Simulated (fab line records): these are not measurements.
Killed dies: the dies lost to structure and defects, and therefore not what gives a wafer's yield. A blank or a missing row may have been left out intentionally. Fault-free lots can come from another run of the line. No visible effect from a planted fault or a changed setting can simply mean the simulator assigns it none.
Which tool was responsible?	flow n5 finfet	24 wafers from 8 lots sampled at 3 of the route's 1938 steps

== WHAT EACH GAUGE READ, for each wafer ==
N5_BEOL_M0_SAQP_INSPECT_42: inspects for defects (brightfield).
lot	measured	on	raw defect count
L891	day 6 00:12	defect inspect-01	214 302 200
L893	day 6 08:10	defect inspect-02	269 415 335
L894	day 6 16:49	defect inspect-01	242 406 239
L895	day 6 21:09	defect inspect-01	211 218 296
L906	day 10 00:29	defect inspect-01	426 197 1247
L908	day 10 11:07	defect inspect-02	227 292 265
L909	day 10 18:10	defect inspect-01	614 330 259
L913	day 11 17:48	defect inspect-02	279 213 245

== WHAT TOOL EACH LOT RAN ON (gives the tool, then ch and the chambers of the sampled wafers, and finally the start) ==
lot	N5_BEOL_M0_SAQP_MANDREL_ETCH_20	N5_BEOL_M0_SAQP_SPACER2_ETCHBACK_27
L891	rie si-03 ch 1,2,3, day 5 19:46	rie diel-04 ch 0,3, day 5 23:29
L893	rie si-03 ch 0,2,3, day 6 04:29	rie diel-05 ch 1,3, day 6 07:34
L894	rie si-05 ch 2,3, day 6 13:23	rie diel-02 ch 0,3, day 6 16:13
L895	rie si-02 ch 0,2,3, day 6 17:32	rie diel-05 ch 1,2,3, day 6 20:34
L906	rie si-03 ch 1,2,3, day 9 20:55	rie diel-04 ch 1,3, day 9 23:51
L908	rie si-02 ch 1,2,3, day 10 06:05	rie diel-05 ch 0,1, day 10 10:23
L909	rie si-02 ch 1,2,3, day 10 13:40	rie diel-02 ch 1,3, day 10 17:35
L913	rie si-02 ch 1,2,3, day 11 14:15	rie diel-05 ch 0,1,2, day 11 17:11
- N5_BEOL_M0_SAQP_MANDREL_ETCH_20: etches a-Si in HBr/Cl2, stops on SiNx, target depth 60 nm, bt time 10 s, time 30 s.
- N5_BEOL_M0_SAQP_SPACER2_ETCHBACK_27: etches SiO2 in CHF3/O2, target depth 22.5 nm, time 11.25 s.

== THE ANSWER, worked out from the rows above alone ==
Rule: usual is defined by the lots themselves. Put in order of their means at a reading, lots are off if they are a third of the lots or fewer, leave a main group of 4 or more, and stand apart from it by a gap of 3 or more times the standard deviation of the main group's means; of several such gaps the widest counts. If all means in a main group match to the digits the tables above print for the reading, that group is not used. Also off: a lot with no number at a reading for which 4 or more lots have one. Where the step has rows for the other lots, those lots are counted as sound.
Off at N5_BEOL_M0_SAQP_INSPECT_42 (raw defect count): L906. Main group: mean 289, sd 57.
If a tool, at a process step before that reading, ran all the lots that are off and no sound lot after the first of them, it fits. Gauges at N5_BEOL_M0_SAQP_INSPECT_42: tried the same way as those tools. Can't be told from this: 2 tools fit, rie si-03 at N5_BEOL_M0_SAQP_MANDREL_ETCH_20, rie diel-04 at N5_BEOL_M0_SAQP_SPACER2_ETCHBACK_27.

== WHAT THE SIMULATOR HAD PUT IN ==
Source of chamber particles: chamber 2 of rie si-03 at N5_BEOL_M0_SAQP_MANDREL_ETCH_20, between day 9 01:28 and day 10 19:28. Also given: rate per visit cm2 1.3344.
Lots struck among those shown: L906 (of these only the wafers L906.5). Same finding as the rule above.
